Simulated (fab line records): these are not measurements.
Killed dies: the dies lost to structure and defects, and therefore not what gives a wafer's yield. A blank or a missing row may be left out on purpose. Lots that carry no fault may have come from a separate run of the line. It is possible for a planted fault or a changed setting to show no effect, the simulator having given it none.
Which tool was responsible? | flow n5Finfet | 66 wafers from 22 lots sampled at 5 of the route's 1938 steps

WHAT THE GAUGES SHOWED, per wafer
N5_MOL_CONTACT_COAG_INSPECT_57: inspects for defects (brightfield).
lot  | measured     | on               | rawDefectCount
L074 | day 5 05:23  | defectInspect-01 | 149 116 207
L075 | day 5 07:55  | defectInspect-02 | 125 149 146
L076 | day 5 11:22  | defectInspect-02 | 240 149 131
L077 | day 5 22:38  | defectInspect-02 | 211 176 145
L078 | day 6 05:26  | defectInspect-01 | 190 277 190
L079 | day 6 09:29  | defectInspect-02 | 272 290 230
L080 | day 6 16:32  | defectInspect-01 | 202 174 140
L081 | day 6 21:55  | defectInspect-01 | 159 180 141
L082 | day 7 01:35  | defectInspect-01 | 289 179 261
L083 | day 7 04:59  | defectInspect-01 | 177 256 245
L084 | day 7 13:29  | defectInspect-01 | 128 142 190
L085 | day 7 22:28  | defectInspect-02 | 252 294 222
L088 | day 8 16:53  | defectInspect-01 | 254 247 216
L087 | day 8 17:44  | defectInspect-02 | 197 188 212
L089 | day 9 05:18  | defectInspect-02 | 151 174 143
L091 | day 9 15:00  | defectInspect-02 | 169 203 196
L092 | day 9 21:43  | defectInspect-02 | 238 259 255
L093 | day 10 01:08 | defectInspect-02 | 232 140 207
L094 | day 10 05:11 | defectInspect-02 | 126 105 163
L095 | day 10 08:56 | defectInspect-02 | 232 204 369
L096 | day 10 20:17 | defectInspect-01 | 246 162 243
L097 | day 10 23:28 | defectInspect-01 | 178 173 151

TOOL THAT RAN EACH LOT (tool first, then ch and the chambers of the sampled wafers, then the start)
lot  | N5_MOL_CONTACT_COAG_ETCH_59       | N5_MOL_CONTACT_COAG_ETCH_15       | N5_MOL_CONTACT_COAG_STRIP_98      | N5_MOL_CONTACT_COAG_TI_SIL_19
L074 | rieDiel-05 ch 1,2,3, day 4 18:09  | rieDiel-05 ch 1,2,3, day 4 18:20  | rieDiel-05 ch 1,2,3, day 4 18:26  | pvdSputter-03, day 4 19:00
L075 | rieDiel-05 ch 0,2, day 4 20:38    | rieDiel-05 ch 0,2, day 4 20:50    | rieDiel-05 ch 0,2, day 4 20:56    | pvdSputter-02, day 4 21:29
L076 | rieDiel-05 ch 1,2,3, day 5 03:02  | rieDiel-05 ch 1,2,3, day 5 03:13  | rieDiel-05 ch 1,2,3, day 5 03:20  | pvdSputter-02, day 5 03:52
L077 | rieDiel-05 ch 1,2,3, day 5 09:49  | rieDiel-05 ch 1,2,3, day 5 10:00  | rieDiel-05 ch 1,2,3, day 5 10:07  | pvdSputter-03, day 5 14:05
L078 | rieDiel-05 ch 0,1,3, day 5 16:16  | rieDiel-05 ch 0,1,3, day 5 16:26  | rieDiel-05 ch 0,1,3, day 5 16:33  | pvdSputter-03, day 5 17:55
L079 | rieDiel-04 ch 0,2, day 5 22:33    | rieDiel-04 ch 0,2, day 5 22:44    | rieDiel-04 ch 0,2, day 5 22:51    | pvdSputter-01, day 6 01:28
L080 | rieDiel-01 ch 0,2, day 6 07:07    | rieDiel-01 ch 0,2, day 6 07:18    | rieDiel-01 ch 0,2, day 6 07:24    | pvdSputter-03, day 6 08:19
L081 | rieDiel-05 ch 1,3, day 6 09:35    | rieDiel-05 ch 1,3, day 6 09:47    | rieDiel-05 ch 1,3, day 6 09:53    | pvdSputter-03, day 6 10:40
L082 | rieDiel-04 ch 1,2,3, day 6 14:14  | rieDiel-04 ch 1,2,3, day 6 14:25  | rieDiel-04 ch 1,2,3, day 6 14:32  | pvdSputter-01, day 6 17:38
L083 | rieDiel-04 ch 0,3, day 6 19:28    | rieDiel-04 ch 0,3, day 6 19:40    | rieDiel-04 ch 0,3, day 6 19:46    | pvdSputter-03, day 6 21:17
L084 | rieDiel-05 ch 0,1,2, day 7 03:41  | rieDiel-05 ch 0,1,2, day 7 03:53  | rieDiel-05 ch 0,1,2, day 7 03:59  | pvdSputter-02, day 7 04:36
L085 | rieDiel-05 ch 0,3, day 7 12:38    | rieDiel-05 ch 0,3, day 7 12:49    | rieDiel-05 ch 0,3, day 7 12:56    | pvdSputter-03, day 7 13:37
L088 | rieDiel-05 ch 0,3, day 8 05:34    | rieDiel-05 ch 0,3, day 8 05:45    | rieDiel-05 ch 0,3, day 8 05:51    | pvdSputter-01, day 8 06:23
L087 | rieDiel-01 ch 1,2,3, day 8 06:01  | rieDiel-01 ch 1,2,3, day 8 06:12  | rieDiel-01 ch 1,2,3, day 8 06:19  | pvdSputter-03, day 8 07:23
L089 | rieDiel-01 ch 1,2,3, day 8 18:20  | rieDiel-01 ch 1,2,3, day 8 18:31  | rieDiel-01 ch 1,2,3, day 8 18:38  | pvdSputter-02, day 8 19:42
L091 | rieDiel-01 ch 0,1,2, day 9 04:49  | rieDiel-01 ch 0,1,2, day 9 05:00  | rieDiel-01 ch 0,1,2, day 9 05:06  | pvdSputter-02, day 9 05:56
L092 | rieDiel-05 ch 0,1, day 9 09:05    | rieDiel-05 ch 0,1, day 9 09:16    | rieDiel-05 ch 0,1, day 9 09:23    | pvdSputter-01, day 9 10:10
L093 | rieDiel-01 ch 0,1, day 9 11:44    | rieDiel-01 ch 0,1, day 9 11:55    | rieDiel-01 ch 0,1, day 9 12:01    | pvdSputter-01, day 9 12:50
L094 | rieDiel-04 ch 0,1, day 9 20:28    | rieDiel-04 ch 0,1, day 9 20:39    | rieDiel-04 ch 0,1, day 9 20:46    | pvdSputter-03, day 9 21:20
L095 | rieDiel-05 ch 0,2, day 9 22:52    | rieDiel-05 ch 0,2, day 9 23:04    | rieDiel-05 ch 0,2, day 9 23:10    | pvdSputter-01, day 10 00:19
L096 | rieDiel-04 ch 0,1,3, day 10 10:29 | rieDiel-04 ch 0,1,3, day 10 10:40 | rieDiel-04 ch 0,1,3, day 10 10:47 | pvdSputter-03, day 10 11:26
L097 | rieDiel-04 ch 0,1, day 10 11:18   | rieDiel-04 ch 0,1, day 10 11:29   | rieDiel-04 ch 0,1, day 10 11:35   | pvdSputter-03, day 10 13:47
- N5_MOL_CONTACT_COAG_ETCH_59: etches underlayer in N2/H2, target depth 13 nm, time 10.4 s.
- N5_MOL_CONTACT_COAG_ETCH_15: etches SiNx in CH3F/O2, stops on Si:P, target depth 7 nm.
- N5_MOL_CONTACT_COAG_STRIP_98: strips in N2/H2.
- N5_MOL_CONTACT_COAG_TI_SIL_19: material Ti, target thk 4.2 nm, time 15 s.

WHAT THE TOOLS THEMSELVES READ (means of the sampled wafers that have a number; where no wafer has one, the mark that the record gives instead)
N5_MOL_CONTACT_COAG_ETCH_59.
lot  | tool       | drypumpMotorCurrentA (A) | etchRfOnTimeS (s) | oesProductAu (a.u.) | rfVppV (V) | showerheadPlenumPTorr (Torr) | throttleValvePct (%)
L074 | rieDiel-05 | 5.4                      | 10.4              | 0.68                | 523        | 2.49                         | 17.88
L075 | rieDiel-05 | 5.2                      | 10.2              | 0.65                | 520        | 2.42                         | 18.14
L076 | rieDiel-05 | 5.4                      | 10.4              | 0.68                | 522        | 2.49                         | 17.88
L077 | rieDiel-05 | 5.4                      | 10.3              | 0.67                | 522        | 2.49                         | 17.91
L078 | rieDiel-05 | 5.2                      | 10.3              | 0.65                | 523        | 2.52                         | 17.80
L079 | rieDiel-04 | 5.8                      | 10.8              | 0.59                | 526        | 2.60                         | 17.92
L080 | rieDiel-01 | 5.6                      | 10.2              | 0.77                | 524        | 2.54                         | 17.54
L081 | rieDiel-05 | 5.2                      | 10.3              | 0.64                | 525        | 2.57                         | 17.69
L082 | rieDiel-04 | 5.5                      | 10.6              | 0.59                | 524        | 2.55                         | 17.98
L083 | rieDiel-04 | 5.7                      | 10.8              | 0.57                | 525        | 2.61                         | 17.89
L084 | rieDiel-05 | 5.3                      | 10.4              | 0.66                | 521        | 2.43                         | 18.02
L085 | rieDiel-05 | 4.9                      | 10.1              | 0.61                | 525        | 2.55                         | 17.86
L088 | rieDiel-05 | 4.9                      | 10.2              | 0.60                | 522        | 2.50                         | 17.99
L087 | rieDiel-01 | 5.5                      | 10.4              | 0.66                | 525        | 2.58                         | 17.84
L089 | rieDiel-01 | 5.5                      | 10.4              | 0.65                | 525        | 2.58                         | 17.85
L091 | rieDiel-01 | 5.5                      | 10.5              | 0.70                | 523        | 2.52                         | 17.69
L092 | rieDiel-05 | 5.4                      | 10.8              | 0.64                | 522        | 2.46                         | 17.80
L093 | rieDiel-01 | 5.5                      | 10.7              | 0.67                | 524        | 2.51                         | 17.82
L094 | rieDiel-04 | 5.9                      | 10.7              | 0.78                | 527        | 2.64                         | 17.57
L095 | rieDiel-05 | 5.1                      | 10.4              | 0.61                | 520        | 2.40                         | 18.21
L096 | rieDiel-04 | 5.6                      | 10.2              | 0.79                | 526        | 2.64                         | 17.55
L097 | rieDiel-04 | 5.9                      | 10.8              | 0.77                | 527        | 2.64                         | 17.59

N5_MOL_CONTACT_COAG_ETCH_15.
lot  | tool       | drypumpMotorCurrentA (A) | oesProductAu (a.u.) | rfVppV (V) | showerheadPlenumPTorr (Torr) | throttleValvePct (%)
L074 | rieDiel-05 | 5.4                      | 0.58                | 293        | 1.96                         | 16.36
L075 | rieDiel-05 | 5.2                      | 0.55                | 290        | 1.88                         | 16.47
L076 | rieDiel-05 | 5.4                      | 0.57                | 294        | 1.96                         | 16.36
L077 | rieDiel-05 | 5.4                      | 0.57                | 295        | 1.95                         | 16.38
L078 | rieDiel-05 | 5.2                      | 0.55                | 293        | 1.97                         | 16.27
L079 | rieDiel-04 | 5.8                      | 0.51                | 311        | 2.08                         | 16.70
L080 | rieDiel-01 | 5.6                      | 0.65                | 316        | 2.01                         | 16.14
L081 | rieDiel-05 | 5.2                      | 0.55                | 294        | 2.02                         | 16.27
L082 | rieDiel-04 | 5.4                      | 0.51                | 300        | 2.01                         | 16.53
L083 | rieDiel-04 | 5.7                      | 0.50                | 301        | 2.06                         | 16.49
L084 | rieDiel-05 | 5.4                      | 0.57                | 293        | 1.90                         | 16.41
L085 | rieDiel-05 | 4.9                      | 0.52                | 291        | 2.00                         | 16.38
L088 | rieDiel-05 | 4.9                      | 0.51                | 291        | 1.94                         | 16.41
L087 | rieDiel-01 | 5.5                      | 0.56                | 309        | 2.03                         | 16.38
L089 | rieDiel-01 | 5.5                      | 0.56                | 308        | 2.03                         | 16.39
L091 | rieDiel-01 | 5.5                      | 0.60                | 308        | 1.99                         | 16.25
L092 | rieDiel-05 | 5.3                      | 0.56                | 295        | 1.93                         | 16.23
L093 | rieDiel-01 | 5.5                      | 0.58                | 302        | 1.97                         | 16.32
L094 | rieDiel-04 | 5.9                      | 0.68                | 302        | 2.10                         | 16.16
L095 | rieDiel-05 | 5.2                      | 0.53                | 291        | 1.87                         | 16.54
L096 | rieDiel-04 | 5.6                      | 0.67                | 298        | 2.08                         | 16.04
L097 | rieDiel-04 | 5.9                      | 0.66                | 301        | 2.09                         | 16.16

N5_MOL_CONTACT_COAG_STRIP_98.
lot  | tool       | drypumpMotorCurrentA (A) | oesProductAu (a.u.) | rfVppV (V) | showerheadPlenumPTorr (Torr) | throttleValvePct (%)
L074 | rieDiel-05 | 5.4                      | 0.80                | 54.5       | 3.30                         | 18.9
L075 | rieDiel-05 | 5.2                      | 0.76                | 53.7       | 3.21                         | 19.1
L076 | rieDiel-05 | 5.4                      | 0.79                | 54.2       | 3.29                         | 18.9
L077 | rieDiel-05 | 5.4                      | 0.80                | 54.5       | 3.29                         | 18.9
L078 | rieDiel-05 | 5.2                      | 0.75                | 53.9       | 3.32                         | 18.7
L079 | rieDiel-04 | 5.8                      | 0.71                | 54.8       | 3.43                         | 18.8
L080 | rieDiel-01 | 5.6                      | 0.90                | 55.3       | 3.35                         | 18.4
L081 | rieDiel-05 | 5.2                      | 0.75                | 54.1       | 3.39                         | 18.6
L082 | rieDiel-04 | 5.4                      | 0.69                | 54.0       | 3.36                         | 19.1
L083 | rieDiel-04 | 5.7                      | 0.67                | 54.6       | 3.45                         | 18.8
L084 | rieDiel-05 | 5.4                      | 0.77                | 55.0       | 3.21                         | 19.1
L085 | rieDiel-05 | 5.0                      | 0.73                | 53.6       | 3.37                         | 18.7
L088 | rieDiel-05 | 4.9                      | 0.71                | 54.0       | 3.30                         | 18.8
L087 | rieDiel-01 | 5.5                      | 0.77                | 55.8       | 3.40                         | 18.8
L089 | rieDiel-01 | 5.5                      | 0.76                | 54.9       | 3.40                         | 18.7
L091 | rieDiel-01 | 5.5                      | 0.82                | 52.9       | 3.33                         | 18.7
L092 | rieDiel-05 | 5.3                      | 0.76                | 54.9       | 3.25                         | 18.9
L093 | rieDiel-01 | 5.5                      | 0.80                | 53.8       | 3.32                         | 18.8
L094 | rieDiel-04 | 5.9                      | 0.94                | 55.1       | 3.48                         | 18.5
L095 | rieDiel-05 | 5.1                      | 0.72                | 54.5       | 3.18                         | 19.2
L096 | rieDiel-04 | 5.6                      | 0.92                | 54.7       | 3.49                         | 18.6
L097 | rieDiel-04 | 5.9                      | 0.92                | 54.1       | 3.48                         | 18.6

N5_MOL_CONTACT_COAG_TI_SIL_19.
lot  | tool          | throttleValvePct (%)
L074 | pvdSputter-03 | 29.9
L075 | pvdSputter-02 | 29.0
L076 | pvdSputter-02 | 28.5
L077 | pvdSputter-03 | 29.4
L078 | pvdSputter-03 | 29.4
L079 | pvdSputter-01 | 30.7
L080 | pvdSputter-03 | 29.5
L081 | pvdSputter-03 | 30.2
L082 | pvdSputter-01 | 30.0
L083 | pvdSputter-03 | 29.5
L084 | pvdSputter-02 | 29.5
L085 | pvdSputter-03 | 29.2
L088 | pvdSputter-01 | 29.7
L087 | pvdSputter-03 | 29.6
L089 | pvdSputter-02 | 28.2
L091 | pvdSputter-02 | 29.0
L092 | pvdSputter-01 | 30.8
L093 | pvdSputter-01 | 30.6
L094 | pvdSputter-03 | 29.9
L095 | pvdSputter-01 | 30.2
L096 | pvdSputter-03 | 29.6
L097 | pvdSputter-03 | 29.1

THE ANSWER, worked out from the rows above alone
Rule: usual is defined by the lots themselves. Put in order of their means at a reading, lots are off if they are a third of the lots or fewer, leave a main group of 4 or more, and stand apart from it by a gap of 3 or more times the standard deviation of the main group's means; of several such gaps the widest counts. If all means in a main group match to the digits the tables above print for the reading, that group is not used. A lot without any number at a reading at which 4 lots or more have one is off too. All remaining lots with rows at the step are treated as sound. Order of review: gauges by route order, followed by the tools' own readings, for which a lot's mean as printed above is used. The first step at which some lot is off is used, and at that step the reading that is off furthest; a lot without a number counts as furthest.
None of the lots is off at any reading shown; this tells nothing.

WHAT THE SIMULATOR HAD PUT IN
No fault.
